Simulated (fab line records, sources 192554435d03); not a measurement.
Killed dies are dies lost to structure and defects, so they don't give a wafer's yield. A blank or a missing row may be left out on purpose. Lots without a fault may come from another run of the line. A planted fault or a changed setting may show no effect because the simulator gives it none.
A struck lot beside a sound one | flow n5_finfet | 14 steps out of a route of 1938
Sound: wafers L845.4, L845.5, L845.6. Struck: wafers L854.2, L854.3, L854.4. The cause comes at the end.
At each step with rows: each side's tool, then ch and its chambers, then its first start. Under that, the readings that differ: sound wafers | struck wafers | difference of the means | sigmas: that difference in standard deviations of wafers without a fault.
alike: readings whose means differ by less than 2 such deviations, and words and numbers that are the same on both sides. not compared: withheld readings, readings that some wafer has no value for, bounds like >300 that may hide the same value, and numbers for which the record gives no deviation and whose values overlap.
The two part at a step that has a row with sigmas, a row that says differs or no value, or rows on one side only. Numbers that don't overlap but have no deviation are shown without sigmas and don't part them. A reading that every wafer of one side lacks parts them only if that side has two wafers or more.

N5_MOL_CONTACT_COAG_PRE_CLEAN_141: time 60 s.
  sound on pvd_sputter-02, day 4 22:46; struck on pvd_sputter-03, day 7 05:59
  reading            | sound       | struck      | difference | sigmas
  heater_power_w (W) | 546 495 564 | 453 393 429 | -110       | -2
N5_MOL_CONTACT_COAG_SPUTTER_143: material Co, target thk 2.5 nm.
  sound on pvd_sputter-02, day 4 22:49; struck on pvd_sputter-03, day 7 06:02
  alike: throttle_valve_pct
then, 1 step without rows for these wafers: N5_MOL_CONTACT_COAG_CO_FILL_22 (material Co, precursor CCTBA/H2, target thk 20 nm).
N5_MOL_CONTACT_COAG_ANNEAL_113: time 300 s.
  sound on rtp_anneal-02 ch 0, day 5 00:01; struck on rtp_anneal-01 ch 0, day 7 06:58
  reading             | sound          | struck         | difference | sigmas
  lamp_power_pct (%)  | 2.52 2.52 2.52 | 3.04 3.04 3.04 | +0.52      | +2
  lamp_zone_4_pct (%) | 2.52 2.52 2.52 | 3.04 3.04 3.04 | +0.52      | +2
  alike: wafer_temp_C_max
N5_MOL_CONTACT_COAG_PRE_CLEAN_142: time 60 s.
  sound on pvd_sputter-02, day 5 01:11; struck on pvd_sputter-01, day 7 08:50
  alike: heater_power_w
then, 5 steps without rows for these wafers: N5_MOL_CONTACT_COAG_SPUTTER_130 (material Co, target thk 47.5 nm); N5_MOL_CONTACT_COAG_PRECLEAN_125 (cleans in DIW, time 57.5 s); N5_MOL_CONTACT_COAG_SRD_126 (dry time 32 s); N5_MOL_CONTACT_COAG_CMP_23 (polishes, stops on SiO2, t overpolish 1.5 s, target thk 0 nm); N5_MOL_CONTACT_COAG_WET_ETCH_26 (target Co, target depth 13 nm).
N5_MOL_CONTACT_COAG_WET_ETCH_116: etches the open film in SC1-inhibited, target depth 4.6 nm, rinse time 30 s.
  sound on wet_bench-03 ch 0,4,7, day 5 01:55; struck on wet_bench-05 ch 1,3,6, day 7 09:36
  no value came back on the struck wafers for rinse_temp_c (C), rinse_time_s (s); on the sound wafers rinse_temp_c (C) reads 23.09 22.92 23.03
N5_MOL_CONTACT_COAG_ALD_27: deposits SiOC, target thk 17 nm, pulse time 1.5 s, time 2720 s.
  sound on ald_sin-02 ch 0,3, day 5 02:58; struck on ald_sin-01 ch 0,2,3, day 7 09:58
  alike: heater_power_w, precursor_pulse_height_rel
N5_BEOL_M4_RC_MEAS_101:
  the record has rows for the sound wafers here (prober-02 ch 0, day 8 03:07) and none for the struck ones
-- the record jumps here: 7 days lie between the struck wafers' starts before and after (it left off in module BEOL_M4 and takes up again in module PASSIVATION, whose first step shown is number 1936 of the route) --
N5_PASSIVATION_PROBE_49:
  the record has rows for the struck wafers here (prober-02, day 14 09:43) and none for the sound ones

WHERE THEY PART
First at N5_MOL_CONTACT_COAG_PRE_CLEAN_141; last, within this record, at N5_PASSIVATION_PROBE_49.

WHY: what the simulator had put in
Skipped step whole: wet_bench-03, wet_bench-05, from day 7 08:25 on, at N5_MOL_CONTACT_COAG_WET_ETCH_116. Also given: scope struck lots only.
